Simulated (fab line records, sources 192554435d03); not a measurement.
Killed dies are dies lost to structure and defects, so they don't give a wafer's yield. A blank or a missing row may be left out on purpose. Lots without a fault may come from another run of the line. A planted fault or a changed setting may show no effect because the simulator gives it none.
fab line records | flow n5_finfet
record lots=9 wafers=27 last_day=18
route steps=1938 shown BEOL_M0_SAQP@653 BEOL_M4@1111 PASSIVATION@1936
lots that met no fault: from a run of the same line without faults
start_h: hours from the record's first day to the start of the lot's first wafer shown | wait_h: hours since the lot's step before | " the same as in the row above | L1.1+2: a row that stands for several wafers | - no value, or no start given | * or withheld: withheld | < > ~ a bound
route shown NAME@n: a module of which the file shows steps, and the number in the route of the first | usual: mean/standard deviation of fault-free wafers | same: alike in all rows | chamber/n: place in a boat | sites: the reading at each site | _std_site: their standard deviation | _edge_site: outer sites' mean less inner sites' | radius_mm: how far each site lies from the wafer's centre | mask NAME#n: copy n | behind: the tool/chamber that last shaped the wafer | hold: why the lot was held/for how many hours/how that ended | device: the transistor (n, p or np) that didn't switch | end of line: the same wafers' tests at the end of the route | a step without rows: its recipe alone | killed: dies lost to structure and defects at the first sort, not the wafer's yield | map: a wafer's dies, x killed, . not, _ none there
set.NAME: the setting as run; set.NAME@STEP: as run at that earlier step | model.NAME: the simulator's own value behind a step, which no gauge read
steps of the route over a sample of lots; a table a step, a row a wafer
services: from which hour (start_h, from the record's first day; less than 0 if before it) a tool's chamber was out of use, for how many hours, and why
## steps
# step N5_BEOL_M0_SAQP_ETCH_83
# recipe chemistry=CF4 target=SiARC target_depth_a=390 mask_material=CAR-ArF time_s=65 ion_energy_ev=80 pressure_mtorr=40 source_w=545 bias_w=36 Ar_flow_sccm=100 cf4_flow_sccm=100 ends=cleared
# usual bias_w=36.00/0.11 cf4_flow_sccm=100.0/0.3 drypump_motor_current_A=5.5/0.52 etch_rf_on_time_s=64.7/0.88 oes_product_au=0.66/0.051 rf_vpp_V=183.8/1.4 showerhead_plenum_p_Torr=2.12/0.086 throttle_valve_pct=15.52/0.19
# columns lot.wafer tool chamber start_h wait_h bias_w cf4_flow_sccm drypump_motor_current_A etch_rf_on_time_s oes_product_au rf_hours_counter_h rf_vpp_V showerhead_plenum_p_Torr throttle_valve_pct
L638.1 rie_diel-06 0 109.11 0.0 35.85 100.3 5.5 65.8 0.64 138 182.7 2.15 15.88
L638.4 " 1 " " 36.15 99.6 5.0 63.9 0.68 122 183.5 2.07 15.62
L638.5 " 2 " " 36.01 100.2 5.0 63.9 0.66 - 183.8 2.07 15.60
L649.2 rie_diel-02 2 179.13 0.0 36.07 100.0 5.1 64.5 0.65 158 184.0 2.06 15.56
L649.3 " 1 " " 35.91 100.0 6.3 64.3 0.67 149 183.0 2.05 15.42
L649.4 " 3 " " 35.96 99.6 5.8 63.2 0.67 138 184.1 2.15 15.58
L650.1 rie_diel-02 1 182.98 0.0 36.07 99.9 6.3 64.4 0.67 150 182.5 2.05 15.41
L650.5 " 1 " " 36.15 100.1 6.3 64.1 0.67 - 183.4 2.05 15.40
L650.6 " 0 " " 35.92 100.5 5.3 64.3 0.75 - 184.8 2.26 15.25
L651.2 rie_diel-01 2 186.25 0.0 35.79 100.6 6.3 65.1 0.62 159 184.0 2.13 15.49
L651.4 " 3 " " 35.93 99.9 5.7 64.5 0.60 236 185.0 2.12 15.73
L651.6 " 2 " " 36.02 100.4 6.3 64.8 0.63 - 185.0 2.13 15.47
L652.1 rie_diel-02 2 197.72 0.0 36.00 99.8 5.1 65.8 0.63 164 183.0 2.06 15.58
L652.3 " 3 " " 35.95 100.1 5.9 64.3 0.66 145 183.8 2.15 15.60
L652.5 " 1 " " 35.92 99.5 6.3 65.0 0.66 - 183.3 2.05 15.42
L654.2 rie_diel-02 0 202.99 0.0 36.15 100.4 5.2 65.0 0.74 53 184.2 2.26 15.25
L654.3 " 3 " " 35.96 100.2 5.9 64.9 0.65 146 183.2 2.15 15.61
L654.4 " 1 " " 35.98 100.2 6.3 65.0 0.67 156 182.2 2.05 15.42
L655.2 rie_diel-02 0 214.64 0.0 36.12 100.3 5.3 63.0 0.75 56 184.3 2.26 15.27
L655.3 " 2 " " 36.11 99.8 5.0 64.1 0.64 169 183.6 2.05 15.58
L655.5 " 0 " " 36.13 99.8 5.3 63.3 0.73 - 187.0 2.26 15.28
L656.2 rie_diel-01 2 217.79 0.0 35.98 99.7 6.3 65.0 0.62 170 182.7 2.13 15.50
L656.4 " 3 " " 35.98 100.2 5.8 64.2 0.60 247 183.3 2.12 15.78
L656.6 " 0 " " 36.14 99.7 5.4 63.2 0.67 - 181.6 1.99 15.41
L661.2 rie_diel-01 1 245.17 0.0 35.98 100.1 4.7 65.7 0.60 212 184.0 2.21 15.90
L661.3 " 0 " " 35.91 100.4 5.4 64.1 0.66 130 180.2 1.99 15.43
L661.5 " 2 " " 36.06 100.1 6.3 66.2 0.61 - 184.5 2.13 15.51
# step N5_BEOL_M0_SAQP_SPACER1_ETCHBACK_99
# recipe chemistry=CHF3/O2 mode=anisotropic_etchback target=SiO2 target_depth_a=154 time_s=7.7 pressure_mtorr=30 source_w=650 bias_w=170 Ar_flow_sccm=200 CHF3_flow_sccm=50 O2_flow_sccm=5 ion_energy_ev=200
# usual drypump_motor_current_A=5.5/0.54 oes_product_au=0.75/0.051 rf_vpp_V=523/4.7 showerhead_plenum_p_Torr=2.38/0.094 throttle_valve_pct=18.85/0.21
# same time_s=7.7
# columns lot.wafer tool chamber start_h wait_h drypump_motor_current_A oes_product_au rf_hours_counter_h rf_vpp_V showerhead_plenum_p_Torr throttle_valve_pct
L638.1 rie_diel-01 2 110.44 0.3 6.3 0.74 136 525 2.41 18.71
L638.4 " 1 " " 4.7 0.73 168 525 2.51 19.14
L638.5 " 1 " " 4.7 0.73 - 525 2.51 19.17
L649.2 rie_diel-06 1 181.27 0.3 4.9 0.76 144 516 2.32 18.91
L649.3 " 0 " " 5.5 0.72 157 533 2.41 19.24
L649.4 " 3 " " 5.6 0.66 230 521 2.29 18.85
L650.1 rie_diel-02 0 184.31 0.3 5.3 0.88 48 526 2.55 18.54
L650.5 " 0 " " 5.3 0.86 - 527 2.55 18.55
L650.6 " 1 " " 6.3 0.78 - 519 2.31 18.69
L651.2 rie_diel-02 0 187.60 0.3 5.3 0.87 48 529 2.55 18.54
L651.4 " 2 " " 5.1 0.74 160 521 2.31 18.84
L651.6 " 0 " " 5.2 0.86 - 529 2.55 18.56
L652.1 rie_diel-01 0 199.05 0.3 5.4 0.78 113 517 2.24 18.71
L652.3 " 1 " " 4.7 0.70 196 525 2.50 19.18
L652.5 " 2 " " 6.3 0.71 - 524 2.40 18.74
L654.2 rie_diel-02 0 204.33 0.3 5.2 0.86 53 526 2.54 18.56
L654.3 " 3 " " 5.9 0.77 146 526 2.41 18.86
L654.4 " 1 " " 6.3 0.77 156 518 2.31 18.70
L655.2 rie_diel-01 0 216.26 0.3 5.4 0.77 119 518 2.24 18.70
L655.3 " 1 " " 4.7 0.70 201 524 2.50 19.19
L655.5 " 2 " " 6.3 0.72 - 523 2.39 18.76
L656.2 rie_diel-02 0 220.54 0.3 5.2 0.85 59 527 2.54 18.58
L656.4 " 1 " " 6.3 0.77 161 519 2.31 18.71
L656.6 " 3 " " 5.8 0.77 - 527 2.41 18.86
L661.2 rie_diel-06 1 246.78 0.3 4.9 0.76 164 513 2.31 18.95
L661.3 " 3 " " 5.6 0.66 250 520 2.28 18.88
L661.5 " 1 " " 4.9 0.75 - 513 2.31 18.94
# step N5_BEOL_M0_SAQP_ETCH_102
# recipe chemistry=CF4 target=SiO2 target_depth_a=40 ion_energy_ev=350 time_s=4.4 pressure_mtorr=10 icp_w=800 bias_w=400 cf4_flow_sccm=80
# usual bias_w=400.1/1.2 cf4_flow_sccm=80.00/0.22 drypump_motor_current_A=5.7/0.38 oes_product_au=1.001/0.016 throttle_valve_pct=21.79/0.2 time_s=4.4/0
# columns lot.wafer tool chamber start_h wait_h bias_w cf4_flow_sccm drypump_motor_current_A oes_product_au rf_hours_counter_h throttle_valve_pct time_s
L638.1 rie_si-01 1 110.78 0.1 398.8 79.91 6.0 0.988 147 21.70 4.4
L638.4 " 0 " " 399.6 80.34 5.8 1.009 19 21.86 4.4
L638.5 " 0 " " 399.6 80.20 5.8 1.009 - 21.85 4.4
L649.2 rie_si-03 0 181.61 0.1 402.5 80.03 5.4 0.989 173 21.75 4.4
L649.3 " 3 " " 401.9 79.80 5.8 1.004 171 21.80 4.4
L649.4 " 0 " " 400.0 79.80 5.5 0.994 - 21.77 4.4
L650.1 rie_si-03 1 184.65 0.1 - - - - - - -
L650.5 " 3 " " - - - - - - -
L650.6 " 0 " " - - - - - - -
L651.2 rie_si-03 3 187.94 0.1 - - - - - - -
L651.4 " 0 " " - - - - - - -
L651.6 " 3 " " - - - - - - -
L652.1 rie_si-03 1 199.40 0.1 - - - - - - -
L652.3 " 3 " " - - - - - - -
L652.5 " 3 " " - - - - - - -
L654.2 rie_si-03 3 204.67 0.1 399.6 80.12 5.9 1.001 172 21.79 4.4
L654.3 " 2 " " 397.8 79.71 6.1 0.981 81 21.89 4.4
L654.4 " 0 " " 399.7 79.96 5.5 0.991 173 21.75 4.4
L655.2 rie_si-03 3 216.69 0.1 399.7 79.65 5.8 1.006 172 21.82 4.4
L655.3 " 2 " " 399.7 80.29 6.1 0.981 81 21.86 4.4
L655.5 " 1 " " 398.5 79.85 5.7 0.997 - 21.87 4.4
L656.2 rie_si-03 0 220.88 0.1 398.6 79.83 5.4 0.994 173 21.76 4.4
L656.4 " 3 " " 401.5 79.97 5.8 1.006 172 21.79 4.4
L656.6 " 3 " " 400.2 79.80 5.8 1.002 - 21.78 4.4
L661.2 rie_si-01 2 247.12 0.1 400.8 80.10 5.2 1.010 2 21.97 4.4
L661.3 " 0 " " 399.9 80.14 5.8 1.007 21 21.86 4.4
L661.5 " 0 " " 400.3 80.30 5.8 1.016 - 21.87 4.4
# step N5_BEOL_M0_SAQP_SPACER2_ALD_26
# recipe material=SiO2 target_thk_a=150 temp_c=300 ald_precursor_family=BDEAS ald_co_reactant=O2-plasma pulse_time_s=1 purge_time_s=2 co_reactant_purge_time_s=2 pressure_torr=2
# usual heater_power_w=492/46 precursor_pulse_height_rel=1.003/0.019
# columns lot.wafer tool chamber start_h wait_h heater_power_w precursor_pulse_height_rel
L638.1 ald_sin-02 0 111.65 0.1 462 1.010
L638.4 " 3 " " 559 1.018
L638.5 " 2 " " 472 1.015
L649.2 ald_sin-03 3 182.68 0.1 509 1.009
L649.3 " 2 " " 471 1.010
L649.4 " 0 " " 460 0.990
L650.1 ald_sin-02 3 185.52 0.1 557 0.985
L650.5 " 0 " " 462 1.016
L650.6 " 1 " " 439 1.013
L651.2 ald_sin-03 2 190.05 1.3 481 1.031
L651.4 " 3 " " 510 0.977
L651.6 " 1 " " 572 1.005
L652.1 ald_sin-02 0 200.41 0.2 469 1.009
L652.3 " 3 " " 560 0.990
L652.5 " 1 " " 434 0.974
L654.2 ald_sin-02 2 205.74 0.2 465 1.002
L654.3 " 0 " " 471 1.009
L654.4 " 1 " " 428 0.979
L655.2 ald_sin-03 1 218.04 0.4 561 1.000
L655.3 " 3 " " 507 1.009
L655.5 " 3 " " 495 1.028
L656.2 ald_sin-02 2 221.75 0.1 488 1.000
L656.4 " 0 " " 462 1.024
L656.6 " 1 " " 437 0.998
L661.2 ald_sin-03 3 247.99 0.1 521 0.994
L661.3 " 1 " " 560 1.019
L661.5 " 2 " " 475 0.999
# step N5_BEOL_M4_RC_MEAS_101
# usual DIBL_N=36.5/1.4 DIBL_P=36.9/1.7 IOFF_N=0.163/0.023 IOFF_P=0.22/0.032 ION_N=673/9 ION_P=462/7.5 SS_N=71.6/0.54 SS_P=73.4/0.62 VT_N=249.8/2.8 VT_P=-250/3.5
# columns lot.wafer tool chamber start_h wait_h DIBL_N[mV/V] DIBL_P[mV/V] IOFF_N[nA/um] IOFF_P[nA/um] ION_N[uA/um] ION_P[uA/um] SS_N[mV/dec] SS_P[mV/dec] VT_N[mV] VT_P[mV]
L638.1 prober-02 0 164.82 0.0 35.6 35.4 0.143 0.19 663 459 71.8 73.3 252.3 -255
L638.4 " 0 " " 36.6 36.4 0.167 0.20 665 450 72.1 73.2 249.5 -253
L638.5 " 0 " " 35.5 35.4 0.149 0.19 674 461 71.7 72.7 251.7 -255
L649.2 prober-02 0 246.91 0.2 37.1 38.5 0.184 0.22 680 458 71.3 74.1 245.7 -253
L649.3 " 0 " " 36.3 37.9 0.174 0.21 664 456 72.3 73.2 247.0 -251
L649.4 " 0 " " 36.3 36.7 0.162 0.20 667 450 72.1 73.7 249.6 -253
L654.2 prober-02 0 272.90 0.2 38.2 39.0 0.202 0.26 680 470 71.1 73.4 245.6 -246
L654.3 " 0 " " 35.8 36.5 0.160 0.21 660 454 71.4 72.9 248.4 -249
L654.4 " 0 " " 35.6 35.4 0.148 0.19 676 460 71.3 73.3 250.4 -252
L655.2 prober-02 0 276.68 0.2 36.8 38.5 0.174 0.21 686 462 71.9 73.5 247.8 -251
L655.3 " 0 " " 36.8 38.7 0.182 0.24 684 470 71.7 73.6 248.8 -248
L655.5 " 0 " " 37.8 40.1 0.198 0.25 688 467 72.4 73.6 244.6 -246
L656.2 prober-01 0 280.63 0.2 37.0 38.6 0.158 0.21 673 466 71.4 73.5 249.6 -250
L656.4 " 0 " " 38.6 40.0 0.175 0.22 676 457 72.2 73.9 251.9 -253
L656.6 " 0 " " 38.9 39.9 0.186 0.23 676 459 72.4 74.1 250.7 -251
L661.2 prober-02 0 303.82 0.2 37.3 36.0 0.184 0.25 675 464 71.8 73.7 246.7 -246
L661.3 " 0 " " 38.3 37.0 0.213 0.29 673 460 71.7 74.9 245.4 -246
L661.5 " 0 " " 37.7 35.6 0.183 0.25 673 462 72.7 74.1 249.9 -247
# step N5_PASSIVATION_PROBE_49
# usual defect_limited_yield=91.2/1.4 killed_at_M0_to_M3=35/11 killed_at_M4_up=12/4.2 killed_at_contacts=13/5.6 killed_at_front_end=40/12 killed_at_other=3.3/2.6 killed_dies=103/17 killed_on_rim=14/4.5 killed_open=68/12 killed_short=34/7.6 sort_bin_5_function=5.1/0.95 sort_bin_6_memory=3.3/0.68 sort_n_pass=1077/17 sort_yield_pct=91.2/1.4
# same gross_dies=1180 killed_at_back_side=0 sort_bin_4_leakage[%]=0 sort_bin_8_speed[%]=0
# columns lot.wafer tool chamber start_h wait_h defect_limited_yield[%] killed_at_M0_to_M3 killed_at_M4_up killed_at_contacts killed_at_front_end killed_at_other killed_dies killed_on_rim killed_open killed_short sort_bin_5_function[%] sort_bin_6_memory[%] sort_n_pass sort_yield_pct[%]
L650.1 prober-02 - 339.91 0.0 0 1104 17 12 47 0 1180 152 79 38 95.9 3.6 0 0
L650.5 prober-02 - 340.11 0.2 0 1110 15 4 42 9 1180 152 57 43 96.5 3.3 0 0
L650.6 prober-02 - 340.16 0.3 0 1097 15 10 55 3 1180 152 68 37 96.4 3.1 0 0
L651.2 prober-01 - 351.45 0.4 0 1123 5 18 31 3 1180 152 59 29 96.7 3.0 0 0
L651.4 prober-01 - 351.55 0.5 0 1128 13 18 20 1 1180 152 40 30 97.1 2.6 0 0
L651.6 prober-01 - 351.65 0.6 0 1108 15 25 29 3 1180 152 85 33 94.8 4.6 0 0
L652.1 prober-02 - 355.75 0.0 0 1098 19 11 50 2 1180 152 84 39 95.0 4.7 0 0
L652.3 prober-02 - 355.85 0.1 0 1101 7 12 55 5 1180 152 80 35 96.1 3.6 0 0
L652.5 prober-02 - 355.95 0.2 0 1083 15 17 60 5 1180 152 82 36 96.6 3.0 0 0
# killed by level:class
L650.1 BEOL_M0_SAQP:area_etch=1062 STI_FIN_REVEAL:geometric_particle:open=14 BEOL_M0_SAQP:geometric_particle:short=13 BEOL_M0_SAQP:geometric_particle:open=12 BEOL_M4:geometric_particle:open=10 MOL_CONTACT_COAG:geometric_particle:open=9 FIN_SAQP:geometric_particle:open=6 DUMMY_GATE:geometric_particle:open=5
L650.5 BEOL_M0_SAQP:area_etch=1080 BEOL_M0_SAQP:geometric_particle:short=10 BEOL_M4:geometric_particle:open=9 BEOL_M0_SAQP:geometric_particle:open=9 ILD0:geometric_particle:short=8 STI_FIN_REVEAL:geometric_particle:open=6 ILD0:geometric_particle:open=5 GATE_CUT:geometric_particle:short=4
L650.6 BEOL_M0_SAQP:area_etch=1074 STI_FIN_REVEAL:geometric_particle:open=14 MOL_CONTACT_COAG:geometric_particle:open=9 FIN_SAQP:geometric_particle:open=8 ILD0:geometric_particle:short=6 GATE_CUT:geometric_particle:short=6 BEOL_M0_SAQP:geometric_particle:open=5 BEOL_M1:geometric_particle:open=5
L651.2 BEOL_M0_SAQP:area_etch=1092 MOL_CONTACT_COAG:geometric_particle:open=16 BEOL_M0_SAQP:geometric_particle:short=9 BEOL_M0_SAQP:geometric_particle:open=9 FIN_SAQP:geometric_particle:short=7 STI_FIN_REVEAL:geometric_particle:open=7 FIN_SAQP:geometric_particle:open=6 BEOL_M2:geometric_particle:open=6
L651.4 BEOL_M0_SAQP:area_etch=1110 MOL_CONTACT_COAG:geometric_particle:open=14 GATE_CUT:geometric_particle:short=5 BEOL_M5:geometric_particle:open=5 STI_FIN_REVEAL:geometric_particle:open=4 ILD0:geometric_particle:short=4 BEOL_M2:geometric_particle:short=4 MOL_CONTACT_COAG:geometric_particle:short=4
L651.6 BEOL_M0_SAQP:area_etch=1062 MOL_CONTACT_COAG:geometric_particle:open=21 BEOL_M2:geometric_particle:open=14 BEOL_M0_SAQP:geometric_particle:open=10 STI_FIN_REVEAL:geometric_particle:open=8 BEOL_M4:geometric_particle:open=8 BEOL_M0_SAQP:geometric_particle:short=7 BEOL_M3:geometric_particle:open=5
L652.1 BEOL_M0_SAQP:area_etch=1054 FIN_SAQP:geometric_particle:open=13 BEOL_M0_SAQP:geometric_particle:open=12 BEOL_M1:geometric_particle:open=11 STI_FIN_REVEAL:geometric_particle:open=8 MOL_CONTACT_COAG:geometric_particle:open=8 BEOL_M0_SAQP:geometric_particle:short=6 FIN_CUT:geometric_particle:short=5
L652.3 BEOL_M0_SAQP:area_etch=1063 FIN_SAQP:geometric_particle:open=19 MOL_CONTACT_COAG:geometric_particle:open=11 FIN_SAQP:geometric_particle:short=9 BEOL_M1:geometric_particle:open=9 BEOL_M2:geometric_particle:open=8 GATE_CUT:geometric_particle:short=6 BEOL_M0_SAQP:geometric_particle:open=6
L652.5 BEOL_M0_SAQP:area_etch=1061 FIN_SAQP:geometric_particle:open=16 MOL_CONTACT_COAG:geometric_particle:open=14 FIN_SAQP:geometric_particle:short=10 STI_FIN_REVEAL:geometric_particle:open=8 BEOL_M0_SAQP:geometric_particle:open=8 GATE_CUT:geometric_particle:short=6 BEOL_M5:geometric_particle:open=5
## services
# columns tool chamber start_h hours kind
ald_sin-03 - 86.27 14.0 pm
ald_sin-03 0 86.27 14.0 vent_cycle
ald_sin-03 1 86.27 14.0 vent_cycle
ald_sin-03 2 86.27 14.0 vent_cycle
ald_sin-03 3 86.27 14.0 vent_cycle
rie_diel-01 - 89.90 2.8 pm
ald_sin-03 0 100.27 - clean
rie_diel-02 0 100.79 3.5 repair
rie_diel-02 0 104.59 9.6 repair
rie_diel-02 3 125.78 8.9 repair
ald_sin-03 - 126.31 2.5 repair
rie_si-03 2 158.89 35.2 repair
rie_diel-06 0 161.86 8.2 repair
rie_si-01 2 191.92 3.1 repair
rie_si-01 3 212.85 9.5 repair
ald_sin-03 2 216.08 16.4 repair
ald_sin-02 2 226.08 7.9 repair
rie_diel-01 2 235.65 2.4 repair
rie_diel-01 3 236.99 5.4 repair
rie_diel-01 3 242.70 - clean
rie_diel-01 3 242.70 - consumable_replace:esc
rie_diel-01 3 242.70 - consumable_replace:focus_ring
rie_diel-01 3 242.70 18.6 scheduled_down
rie_diel-01 3 242.70 18.6 vent_cycle
## key
first_sign step=N5_BEOL_M0_SAQP_ETCH_102 reading=tool_record direction=missing
effect step=N5_PASSIVATION_PROBE_49 reading=killed_at_M0_to_M3 direction=up sigmas=97 usual=35 struck=1106
more_kills_born_at N5_BEOL_M0_SAQP_ETCH_102@rie_si-03=9658
met_at N5_BEOL_M0_SAQP_ETCH_102
struck_lots L650,L651,L652
later_rows_left_out L650.1,L650.5,L650.6,L651.2,L651.4,L651.6,L652.1,L652.3,L652.5
not_acting_at N5_BEOL_M0_SAQP_ETCH_83,N5_BEOL_M0_SAQP_SPACER1_ETCHBACK_99,N5_BEOL_M0_SAQP_SPACER2_ALD_26
onset_between 181.61 184.65
fault kind=skipped_step_whole tool=rie_si-03 chamber=- onset_h=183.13 steps=N5_BEOL_M0_SAQP_ETCH_102 scope=struck_lots_only
# later_rows_left_out: the simulator's readings of these wafers behind a module that went badly wrong aren't trusted and aren't shown, but for the sort
